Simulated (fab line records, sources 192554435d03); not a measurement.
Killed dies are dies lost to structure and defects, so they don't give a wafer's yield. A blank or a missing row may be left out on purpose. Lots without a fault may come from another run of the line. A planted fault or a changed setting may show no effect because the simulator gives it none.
Split-lot experiment | flow n5_finfet | 7 lots, 39 wafers read, on a route of 1938 steps

THE SPLIT
At N5_FIN_SAQP_SPACER1_ALD_24 (deposits SiO2, target thk 20.3 nm, pulse time 1 s, purge time 2 s), the setting ald_cycles was moved away from the recipe's 218 on 12 of the 39 wafers read, by -58.3% to +54.6%. The other wafers ran this setting at the recipe's value.

FROM THE SPLIT TO THE READING: what the file shows between them, 2 steps
- N5_FIN_SAQP_SPACER1_ETCHBACK_25: etches SiO2 in CHF3/O2, target depth 24.4 nm, time 12.2 s
- N5_FIN_SAQP_MANDREL1_REMOVE_56: chemistry HBr/Cl2/O2, target a-Si, stops on SiNx, bt time 10 s

THE READING
cd_nm, in nm, at N5_FIN_SAQP_CD_MEAS_27 (target cd 20 nm). Fault-free wafers of this fab line usually give 20.31 nm, standard deviation 0.24 nm.

wafer  | tool, chamber at the split | ald_cycles as run | against the recipe | cd_nm, nm | against lot-mates on the recipe
L075.1 | ald_sin-01, 3,2            | 218               | recipe             | 20.21     | -
L075.3 | ald_sin-01, 3,2            | 218               | recipe             | 20.41     | -
L075.4 | ald_sin-01, 1              | 218               | recipe             | 20.32     | -
L077.1 | ald_sin-03, 1,0,3,1,0      | 218               | recipe             | 20.38     | -
L077.2 | ald_sin-03, 2              | 218               | recipe             | 19.83     | -
L077.3 | ald_sin-03, 1,0,3,1,0      | 218               | recipe             | 19.97     | -
L077.4 | ald_sin-03, 1,0,3,1,0      | 218               | recipe             | 20.57     | -
L077.5 | ald_sin-03, 1,0,3,1,0      | 218               | recipe             | 19.98     | -
L077.6 | ald_sin-03, 1,0,3,1,0      | 218               | recipe             | 20.48     | -
L078.1 | ald_sin-03, 2,0,2,1        | 218               | recipe             | 20.20     | -
L078.2 | ald_sin-03, 1,3            | 218               | recipe             | 19.95     | -
L078.3 | ald_sin-03, 1,3            | 218               | recipe             | 20.50     | -
L078.4 | ald_sin-03, 2,0,2,1        | 218               | recipe             | 20.75     | -
L078.5 | ald_sin-03, 2,0,2,1        | 218               | recipe             | 20.08     | -
L078.6 | ald_sin-03, 2,0,2,1        | 218               | recipe             | 20.24     | -
L079.1 | ald_sin-01, 3,1            | 115               | -47.2%             | 10.70     | -9.80
L079.2 | ald_sin-01, 1,0            | 218               | recipe             | 20.58     | -
L079.3 | ald_sin-01, 1,0            | 218               | recipe             | 20.48     | -
L079.4 | ald_sin-01, 2              | 115               | -47.2%             | 10.85     | -9.65
L079.5 | ald_sin-01, 3,1            | 115               | -47.2%             | 10.89     | -9.61
L079.6 | ald_sin-01, 2              | 218               | recipe             | 20.44     | -
L081.1 | ald_sin-03, 2,3            | 140               | -35.8%             | 12.79     | -7.78
L081.2 | ald_sin-03, 1,3,1          | 218               | recipe             | 20.69     | -
L081.3 | ald_sin-03, 1,3,1          | 218               | recipe             | 20.50     | -
L081.4 | ald_sin-03, 2              | 140               | -35.8%             | 12.94     | -7.63
L081.5 | ald_sin-03, 1,3,1          | 218               | recipe             | 20.53     | -
L081.6 | ald_sin-03, 2,3            | 140               | -35.8%             | 13.04     | -7.53
L082.1 | ald_sin-01, 1,2,0          | 218               | recipe             | 20.03     | -
L082.2 | ald_sin-01, 3,0            | 337               | +54.6%             | 31.52     | +11.34
L082.3 | ald_sin-01, 1,2,0          | 218               | recipe             | 20.39     | -
L082.4 | ald_sin-01, 3,0            | 337               | +54.6%             | 31.13     | +10.95
L082.5 | ald_sin-01, 1,2,0          | 218               | recipe             | 20.11     | -
L082.6 | ald_sin-01, 1              | 337               | +54.6%             | 31.12     | +10.94
L084.1 | ald_sin-01, 1,3            | 218               | recipe             | 20.51     | -
L084.2 | ald_sin-01, 3,0            | 91                | -58.3%             | 8.30      | -12.21
L084.3 | ald_sin-01, 2              | 218               | recipe             | 20.33     | -
L084.4 | ald_sin-01, 3,0            | 91                | -58.3%             | 8.57      | -11.94
L084.5 | ald_sin-01, 0              | 91                | -58.3%             | 8.58      | -11.93
L084.6 | ald_sin-01, 1,3            | 218               | recipe             | 20.68     | -
Where a row lists several chambers, the file gives one row for several wafers and doesn't say which wafer went through which chamber.

THE FIT
A straight line over all 39 wafers: cd_nm changes by +0.202 nm for each +1% of ald_cycles; r = +1.00; the points scatter about the line by 0.23 nm.
The same after taking each lot's own level away (the mean of its wafers on the recipe; 39 wafers): +0.206 nm for each +1%; r = +1.00; scatter 0.21 nm.
On that fit, the largest move of ald_cycles shifts the reading by 12 nm.
The lots' own levels span 20.177 to 20.573 nm, that is 1.7 times the standard deviation above.
So the lot-to-lot level changes the slope little: the two slopes agree.
Check: with one of the wafers moved furthest among these (-58.3%) left out of the fit, the line predicts -12 nm for it against its lot-mates. It came out at -12.2 nm against them.

OTHER SPLITS ON THESE WAFERS
These wafers also went through other splits before the reading. Each is held against what the fit with the lots' levels taken away leaves over:
other split on the same wafers       | wafers away from the commonest value | r with cd_nm (lot level and that fit taken away)
N5_ZERO_LAYER_ETCH_18 target_depth_a | 15                                   | -0.19

THE WHOLE CHAIN: every reading that the file lists as answering this split, in the file's order
step                           | what it does                                                      | reading                                                                                 | change (the file's fit)               | r (the file's)
N5_FIN_SAQP_SPACER1_ALD_24     | deposits SiO2, target thk 20.3 nm, pulse time 1 s, purge time 2 s | SiO2_of_FIN_SAQP_SPACER1_ALD_24.thk_nm (the simulator's own value, which no gauge read) | +0.204 nm for each +1% of the setting | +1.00
N5_FIN_SAQP_MANDREL1_REMOVE_56 | chemistry HBr/Cl2/O2, target a-Si, stops on SiNx, bt time 10 s    | FIN_SAQP.cd_nm (the simulator's own value, which no gauge read)                         | +0.202 nm for each +1% of the setting | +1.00
N5_FIN_SAQP_CD_MEAS_27         | target cd 20 nm                                                   | cd_nm                                                                                   | +0.206 nm for each +1% of the setting | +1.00

THE FILE'S OWN FIT
cd_nm changes by +0.206 nm for each +1% of ald_cycles, r = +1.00.
